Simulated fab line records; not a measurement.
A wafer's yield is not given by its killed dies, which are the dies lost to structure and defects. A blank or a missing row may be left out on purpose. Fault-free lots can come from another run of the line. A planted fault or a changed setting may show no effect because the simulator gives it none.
Struck lot and sound lot, side by side / flow n5_finfet / 36 steps out of a route of 1938
Sound: the wafers L333.1, L333.4, L333.6. Wafers L319.1, L319.2, L319.3 were the ones struck. The cause comes at the end.
Each step with rows lists, per side, the tool, then ch with its chambers, then its first start. Under that, the readings that differ: sound wafers / struck wafers / difference of the means / sigmas: that difference in standard deviations of wafers without a fault.
alike: readings with means less than 2 such deviations apart, plus words and numbers identical on both sides. not compared: withheld readings, readings lacking a value on some wafer, bounds such as >300 that could conceal the same value, and numbers that have no deviation in the record and whose values overlap.
A row with sigmas, a row that says differs or no value, or rows on one side alone: a step with any of these is where the two part. When numbers do not overlap yet have no deviation, they are printed without sigmas and do not part them. A reading that every wafer of one side lacks parts them only if that side has two wafers or more.

first, 8 steps without rows for these wafers: N5_BEOL_M3_ECD_50 (material Cu, target thk 300 nm); N5_BEOL_M3_ANNEAL_51 (time 90 s); N5_BEOL_M3_CMP_52 (polishes, stops on SiOC, t overpolish 6.8 s, target thk 40 nm); N5_BEOL_M3_PRE_CLEAN_60 (time 15 s); N5_BEOL_M3_CO_CAP_55 (material Co, precursor CCTBA/H2, target thk 2 nm, time 102.1 s); N5_BEOL_M3_PRE_CLEAN_56 (time 15 s); N5_BEOL_M3_DEP_57 (deposits SiCN from 3MS/NH3, target thk 8 nm, time 14 s); N5_BEOL_M4_ILD_DEP_00 (deposits SiOC from DEMS/O2, target thk 79 nm, time 15.3 s).
N5_BEOL_M4_PECVD_72: deposits SiO2 from TEOS/O2, target thk 16 nm, time 18 s.
  sound on pecvd-04 ch 0,1,2, day 13 18:16; struck on pecvd-02 ch 0,1,2, day 9 22:17
  no value came back on the struck wafers for any of 5 readings (chamber_pressure_Torr (Torr), heater_power_outer_w (W) and others); on the sound wafers chamber_pressure_Torr (Torr) reads 5.505 5.473 5.498
then, 25 steps without rows for these wafers: N5_BEOL_M4_HM_DEP_02 (deposits TiN, target thk 20 nm); N5_BEOL_M4_COAT_61 (time 60 s, resist thk 60 nm); N5_BEOL_M4_COAT_62 (time 60 s, resist thk 12 nm); N5_BEOL_M4_COAT_73 (time 60 s, resist thk 5 nm); N5_BEOL_M4_COAT_05 (resist thk 30 nm); N5_BEOL_M4_EBR_07; N5_BEOL_M4_SOFTBAKE_06 (time 60 s); N5_BEOL_M4_EXPOSE_08 (exposes mask M4); N5_BEOL_M4_PEB_09 (peb time 60 s); N5_BEOL_M4_DEVELOP_10 (develop time 30 s); N5_BEOL_M4_DESCUM_16 (chemistry O2, time 7 s); N5_BEOL_M4_ETCH_74 (etches underlayer in N2/H2, target depth 6.5 nm, time 5.2 s); N5_BEOL_M4_ETCH_63 (etches SiARC in CF4, target depth 15.6 nm, time 26 s); N5_BEOL_M4_ETCH_64 (etches SOC in N2/H2, target depth 75 nm, overetch 22.5 nm, time 121.9 s); N5_BEOL_M4_STRIP_65 (strips in N2/H2); N5_BEOL_M4_STRIP_75 (strips in N2/H2); N5_BEOL_M4_STRIP_66 (strips in CF4); N5_BEOL_M4_HM_OPEN_17 (chemistry Cl2/BCl3, target TiN, target depth 20 nm, overetch 6 nm); N5_BEOL_M4_STRIP_19 (strips in O2); N5_BEOL_M4_COAT_67 (time 60 s, resist thk 60 nm); N5_BEOL_M4_COAT_68 (time 60 s, resist thk 12 nm); N5_BEOL_M4_COAT_76 (time 60 s, resist thk 5 nm); N5_BEOL_M4_COAT_22 (resist thk 30 nm); N5_BEOL_M4_EBR_24; N5_BEOL_M4_SOFTBAKE_23 (time 60 s).
N5_BEOL_M4_RC_MEAS_101:
  sound on prober-01 ch 0, day 14 04:14; struck on prober-01 ch 0, day 10 14:05
  alike: DIBL_N, DIBL_P, IOFF_N, IOFF_P, ION_N, ION_P, SS_N, SS_P, VT_N, VT_P
-- record jumps: 5 days separate the struck wafers' starts on either side; left off in module BEOL_M4, taken up again in module PASSIVATION, whose first shown step is the route's number 1936 --
N5_PASSIVATION_PROBE_49:
  sound: prober-01 at day 18 08:22; struck: prober-02 at day 15 13:43
reading=defect_limited_yield (%); sound=93.3 92.1 91.9; struck=65.9 66.3 61.1; difference=-28.0; sigmas=-19
reading=killed_at_M4_up; sound=9 5 18; struck=315 329 379; difference=+330; sigmas=+65
reading=killed_dies; sound=79 93 96; struck=402 398 459; difference=+330; sigmas=+18
reading=killed_on_rim; sound=13 17 14; struck=108 117 118; difference=+100; sigmas=+22
reading=sort_bin_5_function (%); sound=3.7 5.0 4.6; struck=30.5 31.0 36.1; difference=+28.1; sigmas=+28
reading=sort_n_pass; sound=1101 1087 1084; struck=778 782 721; difference=-330; sigmas=-18
reading=sort_yield_pct (%); sound=93.3 92.1 91.9; struck=65.9 66.3 61.1; difference=-28.0; sigmas=-19
  alike: killed_at_M0_to_M3, killed_at_contacts, killed_at_front_end, killed_at_other, killed_open, killed_short, sort_bin_6_memory

## WHERE THEY PART
First at N5_BEOL_M4_PECVD_72; last, within this record, at N5_PASSIVATION_PROBE_49.

WHY: what the simulator had put in
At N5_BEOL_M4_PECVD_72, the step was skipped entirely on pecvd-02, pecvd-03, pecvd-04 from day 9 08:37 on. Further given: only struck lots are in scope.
